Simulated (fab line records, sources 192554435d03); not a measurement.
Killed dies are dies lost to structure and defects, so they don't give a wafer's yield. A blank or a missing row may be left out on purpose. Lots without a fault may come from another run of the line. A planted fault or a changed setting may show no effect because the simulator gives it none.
Split-lot experiment | flow n5_finfet | 7 lots, 21 wafers read, on a route of 1938 steps

THE SPLIT
At N5_BEOL_M10_EXPOSE_25 (exposes mask V9), the setting dose_mj was moved away from the recipe's 85.5 on 10 of the 21 wafers read, by -3.7% to +6.5%. The other wafers ran this setting at the recipe's value.

FROM THE SPLIT TO THE READING: what the file shows between them, 2 steps
- N5_BEOL_M10_PEB_26: peb time 60 s
- N5_BEOL_M10_DEVELOP_27: develop time 30 s

THE READING
cd_nm, in nm, at N5_BEOL_M10_CD_MEAS_28 (target cd 70 nm). Fault-free wafers of this fab line usually give 70.2 nm, standard deviation 0.81 nm.

wafer  | tool, chamber at the split | dose_mj as run | against the recipe | cd_nm, nm | against lot-mates on the recipe
L075.2 | arfi_scanner-02, 0         | 91.08          | +6.5%              | 76.3      | +4.9
L075.4 | arfi_scanner-02, 0         | 85.5           | recipe             | 71.4      | -
L075.5 | arfi_scanner-02, 0         | 91.08          | +6.5%              | 76.9      | +5.5
L077.1 | arfi_scanner-03, 0         | 85.5           | recipe             | 70.3      | -
L077.2 | arfi_scanner-03, 0         | 82.36          | -3.7%              | 66.7      | -3.1
L077.3 | arfi_scanner-03, 0         | 85.5           | recipe             | 69.4      | -
L083.2 | arfi_scanner-01, 0         | 85.5           | recipe             | 70.7      | -
L083.4 | arfi_scanner-01, 0         | 85.5           | recipe             | 69.8      | -
L083.5 | arfi_scanner-01, 0         | 85.5           | recipe             | 70.1      | -
L080.1 | arfi_scanner-01, 0         | 85.5           | recipe             | 71.2      | -
L080.3 | arfi_scanner-01, 0         | 85.5           | recipe             | 69.6      | -
L080.6 | arfi_scanner-01, 0         | 85.5           | recipe             | 71.3      | -
L085.3 | arfi_scanner-03, 0         | 90.56          | +5.9%              | 74.9      | no lot-mate on the recipe
L085.5 | arfi_scanner-03, 0         | 90.56          | +5.9%              | 74.6      | no lot-mate on the recipe
L085.6 | arfi_scanner-03, 0         | 90.56          | +5.9%              | 74.7      | no lot-mate on the recipe
L090.2 | arfi_scanner-01, 0         | 85.5           | recipe             | 70.6      | -
L090.5 | arfi_scanner-01, 0         | 82.33          | -3.7%              | 66.6      | -4.0
L090.6 | arfi_scanner-01, 0         | 82.33          | -3.7%              | 67.0      | -3.6
L091.2 | arfi_scanner-01, 0         | 85.5           | recipe             | 70.6      | -
L091.3 | arfi_scanner-01, 0         | 88.31          | +3.3%              | 73.2      | +2.6
L091.4 | arfi_scanner-01, 0         | 88.31          | +3.3%              | 72.9      | +2.3

THE FIT
A straight line over all 21 wafers: cd_nm changes by +0.864 nm for each +1% of dose_mj; r = +0.98; the points scatter about the line by 0.65 nm.
The same after taking each lot's own level away (the mean of its wafers on the recipe; 18 wafers): +0.846 nm for each +1%; r = +0.98; scatter 0.49 nm.
On that fit, the largest move of dose_mj shifts the reading by 5.5 nm.
The lots' own levels span 69.85 to 71.40 nm, that is 1.9 times the standard deviation above.
So the lot-to-lot level changes the slope little: the two slopes agree.
Check: with one of the wafers moved furthest among these (+6.5%) left out of the fit, the line predicts +5.58 nm for it against its lot-mates. It came out at +4.9 nm against them.

OTHER SPLITS ON THESE WAFERS
These wafers also went through other splits before the reading. Each is held against what the fit with the lots' levels taken away leaves over:
other split on the same wafers | wafers away from the commonest value | r with cd_nm (lot level and that fit taken away)
N5_BEOL_M8_EXPOSE_08 dose_mj   | 8                                    | +0.04
N5_BEOL_M9_COAT_63 spin_rpm    | 4                                    | +0.39
N5_BEOL_M9_COAT_22 spin_rpm    | 8                                    | +0.10
N5_BEOL_M10_COAT_22 spin_rpm   | 8                                    | +0.55

THE FILE'S OWN FIT
cd_nm changes by +0.837 nm for each +1% of dose_mj, r = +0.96.
